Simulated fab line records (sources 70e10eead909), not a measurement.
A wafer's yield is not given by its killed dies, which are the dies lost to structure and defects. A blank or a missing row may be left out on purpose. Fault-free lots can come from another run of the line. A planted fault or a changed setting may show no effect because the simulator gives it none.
Matching of chambers / flow nandHarc / 4 sister chambers for NHARC_P_GATE_DESCUM_93 on rieDiel-05
The step chemistry O2, time 3 s. 16 wafers are shown with their chamber, then 8 later ones without.

== EACH WAFER AND ITS CHAMBER ==
wafer=L896.1; chamber=2; showerheadPlenumPTorr (Torr)=1.99; o2FlowSccm (sccm)=200.0; rfVppV (V)=58.6
wafer=L896.3; chamber=3; showerheadPlenumPTorr (Torr)=2.04; o2FlowSccm (sccm)=201.2; rfVppV (V)=59.1
wafer=L896.4; chamber=3; showerheadPlenumPTorr (Torr)=2.04; o2FlowSccm (sccm)=199.8; rfVppV (V)=59.5
wafer=L901.2; chamber=2; showerheadPlenumPTorr (Torr)=1.98; o2FlowSccm (sccm)=200.0; rfVppV (V)=57.4
wafer=L901.3; chamber=1; showerheadPlenumPTorr (Torr)=2.03; o2FlowSccm (sccm)=199.0; rfVppV (V)=58.8
wafer=L901.4; chamber=2; showerheadPlenumPTorr (Torr)=1.98; o2FlowSccm (sccm)=200.7; rfVppV (V)=58.8
wafer=L902.1; chamber=1; showerheadPlenumPTorr (Torr)=2.03; o2FlowSccm (sccm)=199.9; rfVppV (V)=57.6
wafer=L902.2; chamber=3; showerheadPlenumPTorr (Torr)=2.04; o2FlowSccm (sccm)=199.1; rfVppV (V)=58.1
wafer=L902.4; chamber=2; showerheadPlenumPTorr (Torr)=1.98; o2FlowSccm (sccm)=199.7; rfVppV (V)=58.3
wafer=L908.1; chamber=2; showerheadPlenumPTorr (Torr)=1.98; o2FlowSccm (sccm)=201.0; rfVppV (V)=57.2
wafer=L908.2; chamber=1; showerheadPlenumPTorr (Torr)=2.03; o2FlowSccm (sccm)=198.8; rfVppV (V)=58.6
wafer=L908.4; chamber=2; showerheadPlenumPTorr (Torr)=1.98; o2FlowSccm (sccm)=200.2; rfVppV (V)=57.5
wafer=L910.2; chamber=1; showerheadPlenumPTorr (Torr)=2.03; o2FlowSccm (sccm)=199.2; rfVppV (V)=56.9
wafer=L910.3; chamber=3; showerheadPlenumPTorr (Torr)=2.03; o2FlowSccm (sccm)=199.2; rfVppV (V)=57.3
wafer=L910.4; chamber=2; showerheadPlenumPTorr (Torr)=1.98; o2FlowSccm (sccm)=200.2; rfVppV (V)=58.7
wafer=L916.1; chamber=0; showerheadPlenumPTorr (Torr)=2.01; o2FlowSccm (sccm)=200.5; rfVppV (V)=58.9

SIGNATURES (means of the wafers above)
reading=showerheadPlenumPTorr; chamber 0=2.0100; chamber 1=2.0300; chamber 2=1.9814; chamber 3=2.0375; scatter within a chamber=0.00366
reading=o2FlowSccm; chamber 0=200.500; chamber 1=199.225; chamber 2=200.257; chamber 3=199.825; scatter within a chamber=0.625
reading=rfVppV; chamber 0=58.900; chamber 1=57.975; chamber 2=58.071; chamber 3=58.500; scatter within a chamber=0.823
Rule: for each reading, subtract the chamber's mean from the wafer's reading, divide by that reading's scatter and square the result; add these up over the readings and take the root, which gives the wafer's distance from the chamber. The wafer belongs to the nearest chamber; if the next one is less than 2 further off, it can't be placed. The scatter is the square root of a quotient: the sum, over the shown wafers, of each reading's squared deviation from its chamber's mean, divided by wafers minus chambers.

== WAFERS WITH NO CHAMBER GIVEN ==
wafer=L916.4; showerheadPlenumPTorr (Torr)=2.03; o2FlowSccm (sccm)=199.6; rfVppV (V)=58.4
wafer=L916.6; showerheadPlenumPTorr (Torr)=2.01; o2FlowSccm (sccm)=200.1; rfVppV (V)=57.7
wafer=L918.1; showerheadPlenumPTorr (Torr)=2.03; o2FlowSccm (sccm)=200.5; rfVppV (V)=58.9
wafer=L918.3; showerheadPlenumPTorr (Torr)=2.03; o2FlowSccm (sccm)=200.4; rfVppV (V)=58.4
wafer=L918.4; showerheadPlenumPTorr (Torr)=1.98; o2FlowSccm (sccm)=200.5; rfVppV (V)=59.0
wafer=L917.1; showerheadPlenumPTorr (Torr)=2.01; o2FlowSccm (sccm)=200.4; rfVppV (V)=58.4
wafer=L917.3; showerheadPlenumPTorr (Torr)=2.03; o2FlowSccm (sccm)=199.5; rfVppV (V)=58.3
wafer=L917.4; showerheadPlenumPTorr (Torr)=2.03; o2FlowSccm (sccm)=201.0; rfVppV (V)=58.6

== CHAMBER TAKEN BY EACH ==
wafer=L916.4; from the rows above=can't be placed: 1 or 3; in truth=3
wafer=L916.6; from the rows above=0; in truth=0
wafer=L918.1; from the rows above=can't be placed: 1 or 3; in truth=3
wafer=L918.3; from the rows above=can't be placed: 1 or 3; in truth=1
wafer=L918.4; from the rows above=2; in truth=2
wafer=L917.1; from the rows above=0; in truth=0
wafer=L917.3; from the rows above=can't be placed: 1 or 3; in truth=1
wafer=L917.4; from the rows above=can't be placed: 3 or 1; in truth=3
Placed correctly: 3 of 8. From these rows, 5 cannot be placed; in 5 the true chamber is one of the candidates. Wrongly placed: 0.
